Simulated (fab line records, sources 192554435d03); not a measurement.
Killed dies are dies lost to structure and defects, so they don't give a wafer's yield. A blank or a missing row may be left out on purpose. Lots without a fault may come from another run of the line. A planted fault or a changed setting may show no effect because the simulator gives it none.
Which tool did it? | flow n5_finfet | 24 lots, 72 wafers sampled, at 6 steps of a route of 1938

WHAT THE GAUGES READ, wafer by wafer
The record holds no reading of a measuring or inspecting step that can be judged against a usual standard deviation.

WHICH TOOL RAN EACH LOT (tool, then ch and the chambers of the sampled wafers, then the start)
lot  | N5_BEOL_M4_SPUTTER_96        | N5_BEOL_M5_STRIP_91                           | N5_BEOL_M5_CURE_80            | N5_BEOL_M5_ALD_86                   | N5_BEOL_M5_SPUTTER_88        | N5_BEOL_M5_ANNEAL_89
L074 | pvd_sputter-03, day 8 00:01  | rie_diel-06 ch 1,2,3, day 8 09:04 or earlier  | uv_cure-01 ch 0, day 8 09:04  | ald_metal-01 ch 0,1,2, day 8 09:40  | pvd_sputter-03, day 8 13:43  | pvd_sputter-03, day 8 13:47
L077 | pvd_sputter-01, day 8 12:46  | rie_diel-01 ch 0,1,3, day 8 19:20 or earlier  | uv_cure-03 ch 2, day 8 19:20  | ald_metal-04 ch 0,1, day 8 19:43    | pvd_sputter-01, day 8 23:32  | pvd_sputter-01, day 8 23:37
L076 | pvd_sputter-03, day 8 16:38  | rie_diel-03 ch 0,2,3, day 8 22:37 or earlier  | uv_cure-01 ch 2, day 8 22:37  | ald_metal-01 ch 0,1,3, day 8 23:13  | pvd_sputter-03, day 9 03:16  | pvd_sputter-03, day 9 03:21
L075 | pvd_sputter-03, day 8 22:53  | rie_diel-03 ch 1,3, day 9 04:17 or earlier    | uv_cure-02 ch 1, day 9 04:17  | ald_metal-01 ch 1,2,3, day 9 04:41  | pvd_sputter-03, day 9 08:50  | pvd_sputter-03, day 9 08:55
L078 | pvd_sputter-02, day 9 02:17  | rie_diel-01 ch 0,2,3, day 9 08:48 or earlier  | uv_cure-02 ch 0, day 9 08:48  | ald_metal-01 ch 0,2, day 9 09:26    | pvd_sputter-02, day 9 13:20  | pvd_sputter-02, day 9 13:25
L080 | pvd_sputter-01, day 9 03:44  | rie_diel-01 ch 0,1,2, day 9 10:49 or earlier  | uv_cure-01 ch 1, day 9 10:49  | ald_metal-01 ch 0,2,3, day 9 11:54  | pvd_sputter-01, day 9 15:58  | pvd_sputter-01, day 9 16:02
L079 | pvd_sputter-02, day 9 04:10  | rie_diel-03 ch 1,3, day 9 11:13 or earlier    | uv_cure-01 ch 1, day 9 11:13  | ald_metal-04 ch 0,1, day 9 12:05    | pvd_sputter-03, day 9 16:12  | pvd_sputter-03, day 9 16:17
L081 | pvd_sputter-01, day 9 07:04  | rie_diel-06 ch 2,3, day 9 16:22 or earlier    | uv_cure-03 ch 2, day 9 16:22  | ald_metal-02 ch 0,2, day 9 16:50    | pvd_sputter-02, day 9 20:34  | pvd_sputter-02, day 9 20:38
L082 | pvd_sputter-01, day 9 19:08  | rie_diel-03 ch 0,1, day 10 00:27 or earlier   | uv_cure-02 ch 2, day 10 00:27 | ald_metal-04 ch 0,3, day 10 00:53   | pvd_sputter-03, day 10 04:44 | pvd_sputter-03, day 10 04:49
L083 | pvd_sputter-02, day 10 04:49 | rie_diel-03 ch 0,1,3, day 10 10:26 or earlier | uv_cure-01 ch 2, day 10 10:26 | ald_metal-01 ch 0,2,3, day 10 11:16 | pvd_sputter-01, day 10 15:04 | pvd_sputter-01, day 10 15:08
L085 | pvd_sputter-02, day 10 14:39 | rie_diel-01 ch 1,2, day 10 20:32 or earlier   | uv_cure-03 ch 1, day 10 20:32 | ald_metal-04 ch 1,3, day 10 20:57   | pvd_sputter-01, day 11 00:43 | pvd_sputter-01, day 11 00:47
L086 | pvd_sputter-03, day 10 23:46 | rie_diel-01 ch 0,2,3, day 11 06:38 or earlier | uv_cure-03 ch 1, day 11 06:38 | ald_metal-04 ch 0,2,3, day 11 07:42 | pvd_sputter-02, day 11 11:54 | pvd_sputter-02, day 11 11:59
L084 | pvd_sputter-03, day 11 07:25 | rie_diel-01 ch 0,3, day 11 15:17 or earlier   | uv_cure-03 ch 1, day 11 15:17 | ald_metal-02 ch 1,2,3, day 11 16:24 | pvd_sputter-01, day 11 20:11 | pvd_sputter-01, day 11 20:16
L087 | pvd_sputter-02, day 11 08:34 | rie_diel-06 ch 1,3, day 11 16:10 or earlier   | uv_cure-02 ch 0, day 11 16:10 | ald_metal-04 ch 2,3, day 11 16:46   | pvd_sputter-02, day 11 21:01 | pvd_sputter-02, day 11 21:06
L088 | pvd_sputter-01, day 11 08:34 | rie_diel-03 ch 2,3, day 11 15:19 or earlier   | uv_cure-01 ch 1, day 11 15:19 | ald_metal-04 ch 0,2,3, day 11 16:15 | pvd_sputter-03, day 11 20:26 | pvd_sputter-03, day 11 20:31
L090 | pvd_sputter-01, day 11 11:40 | rie_diel-01 ch 1,2,3, day 11 21:41 or earlier | uv_cure-02 ch 2, day 11 21:41 | ald_metal-04 ch 0,1,3, day 11 22:10 | pvd_sputter-03, day 12 01:56 | pvd_sputter-03, day 12 02:01
L089 | pvd_sputter-03, day 11 15:58 | rie_diel-06 ch 1,2,3, day 12 01:07 or earlier | uv_cure-01 ch 0, day 12 01:07 | ald_metal-01 ch 0,1,2, day 12 01:52 | pvd_sputter-02, day 12 05:45 | pvd_sputter-02, day 12 05:50
L091 | pvd_sputter-01, day 12 05:50 | rie_diel-01 ch 0,2, day 12 12:53 or earlier   | uv_cure-02 ch 0, day 12 12:53 | ald_metal-01 ch 0,1,2, day 12 13:20 | pvd_sputter-03, day 12 17:10 | pvd_sputter-03, day 12 17:14
L092 | pvd_sputter-02, day 12 13:59 | rie_diel-06 ch 0,2,3, day 12 21:21 or earlier | uv_cure-03 ch 0, day 12 21:21 | ald_metal-01 ch 0,3, day 12 21:47   | pvd_sputter-01, day 13 01:32 | pvd_sputter-01, day 13 01:37
L093 | pvd_sputter-03, day 12 20:50 | rie_diel-01 ch 0,1,3, day 13 03:31 or earlier | uv_cure-01 ch 2, day 13 03:31 | ald_metal-01 ch 0,1,3, day 13 03:59 | pvd_sputter-01, day 13 08:32 | pvd_sputter-01, day 13 08:37
L094 | pvd_sputter-02, day 12 23:53 | rie_diel-03 ch 0,2,3, day 13 06:17 or earlier | uv_cure-03 ch 2, day 13 06:17 | ald_metal-02 ch 0,3, day 13 06:50   | pvd_sputter-03, day 13 10:44 | pvd_sputter-03, day 13 10:49
L095 | pvd_sputter-03, day 13 03:44 | rie_diel-01 ch 1,3, day 13 11:20 or earlier   | uv_cure-01 ch 0, day 13 11:20 | ald_metal-01 ch 1,2,3, day 13 12:01 | pvd_sputter-02, day 13 15:47 | pvd_sputter-02, day 13 15:52
L096 | pvd_sputter-02, day 13 06:06 | rie_diel-03 ch 0,1,3, day 13 13:05 or earlier | uv_cure-03 ch 0, day 13 13:05 | ald_metal-04 ch 0,2,3, day 13 14:44 | pvd_sputter-01, day 13 18:29 | pvd_sputter-01, day 13 18:34
L097 | pvd_sputter-03, day 13 22:43 | rie_diel-01 ch 2,3, day 14 05:01 or earlier   | uv_cure-02 ch 1, day 14 05:01 | ald_metal-04 ch 0,1, day 14 06:20   | pvd_sputter-03, day 14 10:17 | pvd_sputter-03, day 14 10:22
- N5_BEOL_M4_SPUTTER_96: material Cu, target thk 4.5 nm, time 8.29 s.
- N5_BEOL_M5_STRIP_91: strips in N2/H2, time 10 s.
- N5_BEOL_M5_CURE_80: cures SiCOH lowk, time 120 s.
- N5_BEOL_M5_ALD_86: deposits TaN, pulse time 2 s, purge time 3 s, co reactant purge time 2 s.
- N5_BEOL_M5_SPUTTER_88: material Cu, target thk 15 nm, time 27.62 s.
- N5_BEOL_M5_ANNEAL_89: time 1800 s.

WHAT THE TOOLS THEMSELVES READ (means of the sampled wafers that have a number; where no wafer has one, the mark that the record gives instead)
N5_BEOL_M4_SPUTTER_96. Usual: chuck_gas_flow_sccm 1.26 sccm, standard deviation 0.057; throttle_valve_pct 29.7 %, standard deviation 1.
lot  | tool           | chuck_gas_flow_sccm (sccm) | throttle_valve_pct (%) | flag
L074 | pvd_sputter-03 | 1.20                       | 29.5                   |
L077 | pvd_sputter-01 | 1.24                       | 30.1                   |
L076 | pvd_sputter-03 | 1.26                       | 30.8                   |
L075 | pvd_sputter-03 | 1.24                       | 29.1                   |
L078 | pvd_sputter-02 | 1.29                       | 29.7                   |
L080 | pvd_sputter-01 | 1.23                       | 29.3                   |
L079 | pvd_sputter-02 | 1.26                       | 29.9                   |
L081 | pvd_sputter-01 | 1.26                       | 30.2                   |
L082 | pvd_sputter-01 | 1.28                       | 29.4                   |
L083 | pvd_sputter-02 | 1.28                       | 29.9                   |
L085 | pvd_sputter-02 | 1.30                       | 29.5                   |
L086 | pvd_sputter-03 | 1.29                       | 29.0                   |
L084 | pvd_sputter-03 | 1.30                       | 29.2                   |
L087 | pvd_sputter-02 | 1.30                       | 30.1                   |
L088 | pvd_sputter-01 | 1.30                       | 30.0                   |
L090 | pvd_sputter-01 | 1.21                       | 29.5                   |
L089 | pvd_sputter-03 | 1.24                       | 29.4                   |
L091 | pvd_sputter-01 | 1.22                       | 29.6                   |
L092 | pvd_sputter-02 | 1.25                       | 30.0                   |
L093 | pvd_sputter-03 | 1.23                       | 30.1                   |
L094 | pvd_sputter-02 | 1.28                       | 30.1                   |
L095 | pvd_sputter-03 | 1.31                       | 29.5                   |
L096 | pvd_sputter-02 | 1.26                       | 29.6                   |
L097 | pvd_sputter-03 | 1.23                       | 29.6                   |

N5_BEOL_M5_STRIP_91. Usual: drypump_motor_current_A 5.7 A, standard deviation 0.39; oes_product_au 0.77 a.u., standard deviation 0.082; rf_vpp_V 59.2 V, standard deviation 0.9; showerhead_plenum_p_Torr 2.55 Torr, standard deviation 0.099; throttle_valve_pct 23.6 %, standard deviation 0.45.
lot  | tool        | drypump_motor_current_A (A) | oes_product_au (a.u.) | rf_vpp_V (V) | showerhead_plenum_p_Torr (Torr) | throttle_valve_pct (%) | flag
L074 | rie_diel-06 | 5.5                         | 0.81                  | 58.8         | 2.59                            | 23.5                   |
L077 | rie_diel-01 | 5.7                         | 0.77                  | 59.7         | 2.54                            | 23.5                   |
L076 | rie_diel-03 | 5.5                         | 0.76                  | 59.7         | 2.59                            | 23.8                   |
L075 | rie_diel-03 | 5.9                         | 0.72                  | 59.9         | 2.65                            | 24.2                   |
L078 | rie_diel-01 | 5.8                         | 0.76                  | 59.3         | 2.50                            | 23.6                   |
L080 | rie_diel-01 | 5.7                         | 0.70                  | 58.2         | 2.52                            | 23.6                   |
L079 | rie_diel-03 | 5.9                         | 0.72                  | 60.7         | 2.65                            | 24.2                   |
L081 | rie_diel-06 | 5.2                         | 0.75                  | 59.3         | 2.57                            | 23.9                   |
L082 | rie_diel-03 | 5.8                         | 0.80                  | 59.1         | 2.68                            | 23.2                   |
L083 | rie_diel-03 | 5.7                         | 0.77                  | 59.9         | 2.66                            | 23.8                   |
L085 | rie_diel-01 | 5.9                         | 0.69                  | 59.5         | 2.47                            | 23.4                   |
L086 | rie_diel-01 | 5.8                         | 0.75                  | 58.9         | 2.50                            | 23.6                   |
L084 | rie_diel-01 | 5.5                         | 0.75                  | 59.3         | 2.57                            | 23.7                   |
L087 | rie_diel-06 | 5.7                         | 0.83                  | 59.9         | 2.59                            | 23.3                   |
L088 | rie_diel-03 | 5.4                         | 0.81                  | 59.0         | 2.50                            | 23.7                   |
L090 | rie_diel-01 | 6.0                         | 0.74                  | 58.6         | 2.45                            | 23.4                   |
L089 | rie_diel-06 | 5.5                         | 0.78                  | 59.1         | 2.58                            | 23.6                   |
L091 | rie_diel-01 | 5.8                         | 0.68                  | 58.3         | 2.47                            | 23.7                   |
L092 | rie_diel-06 | 5.4                         | 0.79                  | 59.3         | 2.54                            | 23.6                   |
L093 | rie_diel-01 | 5.7                         | 0.74                  | 59.2         | 2.53                            | 23.5                   |
L094 | rie_diel-03 | 5.5                         | 0.82                  | 59.4         | 2.58                            | 23.8                   |
L095 | rie_diel-01 | 6.0                         | 0.73                  | 59.1         | 2.49                            | 23.3                   |
L096 | rie_diel-03 | 5.7                         | 0.83                  | 58.6         | 2.65                            | 23.7                   |
L097 | rie_diel-01 | 6.1                         | 0.95                  | 60.4         | 2.63                            | 23.4                   |

N5_BEOL_M5_CURE_80. Usual: lamp_power_pct 52.32 %, standard deviation 0.061; wafer_temp_C_max 371.9, standard deviation 0.68.
lot  | tool       | lamp_power_pct (%) | wafer_temp_C_max | flag
L074 | uv_cure-01 | 52.33              | 371.1            |
L077 | uv_cure-03 | 52.34              | 372.9            |
L076 | uv_cure-01 | 52.32              | 372.3            |
L075 | uv_cure-02 | 52.30              | 371.7            |
L078 | uv_cure-02 | 52.27              | 371.9            |
L080 | uv_cure-01 | 52.30              | 372.1            |
L079 | uv_cure-01 | 52.35              | 372.2            |
L081 | uv_cure-03 | 52.31              | 373.4            |
L082 | uv_cure-02 | 52.35              | 371.6            |
L083 | uv_cure-01 | 52.33              | 371.8            |
L085 | uv_cure-03 | 52.31              | 372.5            |
L086 | uv_cure-03 | 52.32              | 371.8            |
L084 | uv_cure-03 | 52.28              | 372.3            |
L087 | uv_cure-02 | 52.33              | 372.1            |
L088 | uv_cure-01 | 52.36              | 372.9            |
L090 | uv_cure-02 | 52.34              | 371.5            |
L089 | uv_cure-01 | 52.29              | 370.8            |
L091 | uv_cure-02 | 52.35              | 371.9            |
L092 | uv_cure-03 | 52.29              | 371.5            |
L093 | uv_cure-01 | 52.25              | 371.9            |
L094 | uv_cure-03 | 52.32              | 372.8            |
L095 | uv_cure-01 | 52.36              | 371.0            |
L096 | uv_cure-03 | 52.30              | 371.6            |
L097 | uv_cure-02 | 52.34              | 371.4            |

N5_BEOL_M5_ALD_86. Usual: heater_power_w 430 W, standard deviation 45; mfc_carrier_sccm 1500 sccm, standard deviation 4.7; precursor_vessel_carrier_sccm 1000.2 sccm, standard deviation 2.9.
lot  | tool         | heater_power_w (W) | mfc_carrier_sccm (sccm) | precursor_vessel_carrier_sccm (sccm) | flag
L074 | ald_metal-01 | 428                | 1500                    | 1002.3                               |
L077 | ald_metal-04 | 428                | 1500                    | 999.5                                |
L076 | ald_metal-01 | 424                | 1497                    | 1001.4                               |
L075 | ald_metal-01 | 458                | 1500                    | 999.8                                |
L078 | ald_metal-01 | 427                | 1506                    | 999.4                                |
L080 | ald_metal-01 | 407                | 1499                    | 999.0                                |
L079 | ald_metal-04 | 426                | 1497                    | 1000.1                               |
L081 | ald_metal-02 | 396                | 1500                    | 1000.9                               |
L082 | ald_metal-04 | 450                | 1499                    | 999.1                                |
L083 | ald_metal-01 | 412                | 1504                    | 1000.7                               |
L085 | ald_metal-04 | 417                | 1497                    | 999.3                                |
L086 | ald_metal-04 | 467                | 1498                    | 1004.9                               |
L084 | ald_metal-02 | 400                | 1500                    | 997.4                                |
L087 | ald_metal-04 | 481                | 1498                    | 1002.5                               |
L088 | ald_metal-04 | 465                | 1499                    | 1000.1                               |
L090 | ald_metal-04 | 421                | 1496                    | 1000.2                               |
L089 | ald_metal-01 | 427                | 1504                    | 997.6                                |
L091 | ald_metal-01 | 437                | 1503                    | 1003.1                               |
L092 | ald_metal-01 | 397                | 1497                    | 999.6                                |
L093 | ald_metal-01 | 420                | 1504                    | 999.3                                |
L094 | ald_metal-02 | 387                | 1502                    | 997.5                                |
L095 | ald_metal-01 | 445                | 1503                    | 1000.4                               |
L096 | ald_metal-04 | 458                | 1497                    | 997.8                                |
L097 | ald_metal-04 | 407                | 1501                    | 997.6                                |

N5_BEOL_M5_SPUTTER_88. Usual: chuck_gas_flow_sccm 1.25 sccm, standard deviation 0.053; throttle_valve_pct 29.7 %, standard deviation 1.1.
lot  | tool           | chuck_gas_flow_sccm (sccm) | throttle_valve_pct (%) | flag
L074 | pvd_sputter-03 | 1.23                       | 30.3                   |
L077 | pvd_sputter-01 | 1.25                       | 29.4                   |
L076 | pvd_sputter-03 | 1.26                       | 30.1                   |
L075 | pvd_sputter-03 | 1.27                       | 30.2                   |
L078 | pvd_sputter-02 | 1.21                       | 30.1                   |
L080 | pvd_sputter-01 | 1.31                       | 29.0                   |
L079 | pvd_sputter-03 | 1.32                       | 29.6                   |
L081 | pvd_sputter-02 | 1.26                       | 30.1                   |
L082 | pvd_sputter-03 | 1.26                       | 29.2                   |
L083 | pvd_sputter-01 | 1.28                       | 28.6                   |
L085 | pvd_sputter-01 | 1.19                       | 30.3                   |
L086 | pvd_sputter-02 | 1.21                       | 30.1                   |
L084 | pvd_sputter-01 | 1.27                       | 29.2                   |
L087 | pvd_sputter-02 | 1.20                       | 30.1                   |
L088 | pvd_sputter-03 | 1.24                       | 29.3                   |
L090 | pvd_sputter-03 | 1.23                       | 29.6                   |
L089 | pvd_sputter-02 | 1.25                       | 29.6                   |
L091 | pvd_sputter-03 | 1.27                       | 29.2                   |
L092 | pvd_sputter-01 | 1.28                       | 30.0                   |
L093 | pvd_sputter-01 | 1.27                       | 29.4                   |
L094 | pvd_sputter-03 | 1.20                       | 30.6                   |
L095 | pvd_sputter-02 | 1.30                       | 30.1                   |
L096 | pvd_sputter-01 | 1.24                       | 30.0                   |
L097 | pvd_sputter-03 | 1.30                       | 29.1                   |

N5_BEOL_M5_ANNEAL_89. Usual: heater_power_w 862 W, standard deviation 150.
lot  | tool           | heater_power_w (W) | flag
L074 | pvd_sputter-03 | 764                |
L077 | pvd_sputter-01 | 809                |
L076 | pvd_sputter-03 | 769                |
L075 | pvd_sputter-03 | 795                |
L078 | pvd_sputter-02 | 1001               |
L080 | pvd_sputter-01 | 796                |
L079 | pvd_sputter-03 | 815                |
L081 | pvd_sputter-02 | 1023               |
L082 | pvd_sputter-03 | 932                |
L083 | pvd_sputter-01 | 844                |
L085 | pvd_sputter-01 | 822                |
L086 | pvd_sputter-02 | 1010               |
L084 | pvd_sputter-01 | 791                |
L087 | pvd_sputter-02 | 980                |
L088 | pvd_sputter-03 | 876                |
L090 | pvd_sputter-03 | 883                |
L089 | pvd_sputter-02 | 873                |
L091 | pvd_sputter-03 | 927                |
L092 | pvd_sputter-01 | 800                |
L093 | pvd_sputter-01 | 833                |
L094 | pvd_sputter-03 | 713                |
L095 | pvd_sputter-02 | 1006               |
L096 | pvd_sputter-01 | 780                |
L097 | pvd_sputter-03 | 944                |

THE ANSWER, worked out from the rows above alone
Rule: a lot is off if the mean of its wafers that have a number lies more than 3 standard deviations from the usual mean. A lot without any number at a reading at which 4 lots or more have one is off too. The other lots that the step has rows for count as sound. The gauges are gone through in route order, then the tools' own readings, and for those a lot's mean is taken as printed above. The first step at which some lot is off is used, and at that step the reading that is off furthest; a lot without a number counts as furthest.
No lot is off at any reading shown: from this, nothing can be told.

WHAT THE SIMULATOR HAD PUT IN
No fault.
